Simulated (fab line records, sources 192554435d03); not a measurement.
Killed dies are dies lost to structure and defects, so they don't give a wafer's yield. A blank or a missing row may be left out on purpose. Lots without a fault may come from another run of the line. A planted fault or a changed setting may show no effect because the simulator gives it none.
Split-lot experiment | flow n5_finfet | 7 lots, 21 wafers read, on a route of 1938 steps

THE SPLIT
At N5_HKMG_FIN_ETCH_32 (etches SOC in N2/H2, target depth 240 nm, time 300 s), the setting bias_w was moved away from the recipe's 150 W on 7 of the 21 wafers read, by -17.5% to +8.8%. The other wafers ran this setting at the recipe's value.

The reading is taken at the split's own step.

THE READING
rf_vpp_V, in V, at N5_HKMG_FIN_ETCH_32 (etches SOC in N2/H2, target depth 240 nm, time 300 s). Fault-free wafers of this fab line usually give 523.9 V, standard deviation 2.3 V.

wafer  | tool, chamber at the split | bias_w as run, W | against the recipe | rf_vpp_V, V | against lot-mates on the recipe
L074.1 | rie_diel-04, 0             | 150              | recipe             | 521.7       | -
L074.4 | rie_diel-04, 3             | 163.2            | +8.8%              | 551.4       | +29.7
L074.6 | rie_diel-04, 1             | 163.2            | +8.8%              | 555.5       | +33.8
L077.1 | rie_diel-04, 3             | 123.7            | -17.5%             | 461.1       | -64.5
L077.3 | rie_diel-04, 1             | 150              | recipe             | 526.8       | -
L077.5 | rie_diel-04, 2             | 150              | recipe             | 524.4       | -
L079.1 | rie_diel-04, 2             | 159.3            | +6.2%              | 543.3       | no lot-mate on the recipe
L079.3 | rie_diel-04, 0             | 159.3            | +6.2%              | 549.2       | no lot-mate on the recipe
L079.4 | rie_diel-04, 3             | 159.3            | +6.2%              | 543.5       | no lot-mate on the recipe
L081.1 | rie_diel-04, 0             | 150              | recipe             | 528.6       | -
L081.3 | rie_diel-04, 3             | 150              | recipe             | 521.7       | -
L081.6 | rie_diel-04, 2             | 150              | recipe             | 522.0       | -
L087.1 | rie_diel-03, 2             | 150              | recipe             | 522.9       | -
L087.2 | rie_diel-03, 1             | 150              | recipe             | 525.2       | -
L087.3 | rie_diel-03, 3             | 132.3            | -11.8%             | 485.1       | -38.9
L088.2 | rie_diel-04, 3             | 150              | recipe             | 522.6       | -
L088.3 | rie_diel-04, 2             | 150              | recipe             | 522.8       | -
L088.6 | rie_diel-04, 2             | 150              | recipe             | 522.5       | -
L092.1 | rie_diel-03, 0             | 150              | recipe             | 522.7       | -
L092.5 | rie_diel-03, 0             | 150              | recipe             | 522.1       | -
L092.6 | rie_diel-03, 1             | 150              | recipe             | 525.5       | -

THE FIT
A straight line over all 21 wafers: rf_vpp_V changes by +3.46 V for each +1% of bias_w; r = +0.99; the points scatter about the line by 2.3 V.
The same after taking each lot's own level away (the mean of its wafers on the recipe; 18 wafers): +3.58 V for each +1%; r = +1.00; scatter 2 V.
On that fit, the largest move of bias_w shifts the reading by 63 V.
The lots' own levels span 521.70 to 525.60 V, that is 1.7 times the standard deviation above.
So the lot-to-lot level changes the slope little: the two slopes agree.
Check: with one of the wafers moved furthest among these (-17.5%) left out of the fit, the line predicts -60.4 V for it against its lot-mates. It came out at -64.5 V against them.
Tool readings at the split's step, against how far the setting was moved: rf_vpp_V r = +0.99.

OTHER SPLITS ON THESE WAFERS
These wafers also went through other splits before the reading. Each is held against what the fit with the lots' levels taken away leaves over:
other split on the same wafers | wafers away from the commonest value | r with rf_vpp_V (lot level and that fit taken away)
N5_SD_EPI_P_EPI_21 temp_c      | 9                                    | +0.50
N5_HKMG_FIN_EXPOSE_46 dose_mj  | 9                                    | -0.29
N5_HKMG_FIN_ETCH_55 bias_w     | 9                                    | +0.09
N5_HKMG_FIN_DESCUM_17 time_s   | 7                                    | +0.25

THE WHOLE CHAIN: every reading that the file lists as answering this split, in the file's order
step                | what it does                                         | reading                                                                           | change (the file's fit)              | r (the file's)
N5_HKMG_FIN_ETCH_32 | etches SOC in N2/H2, target depth 240 nm, time 300 s | rf_vpp_V                                                                          | +3.57 V for each +1% of the setting  | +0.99
N5_HKMG_FIN_ETCH_32 | etches SOC in N2/H2, target depth 240 nm, time 300 s | SiARC_of_HKMG_FIN_COAT_30.thk_nm (the simulator's own value, which no gauge read) | -0.19 nm for each +1% of the setting | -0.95

THE FILE'S OWN FIT
rf_vpp_V changes by +3.57 V for each +1% of bias_w, r = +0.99.
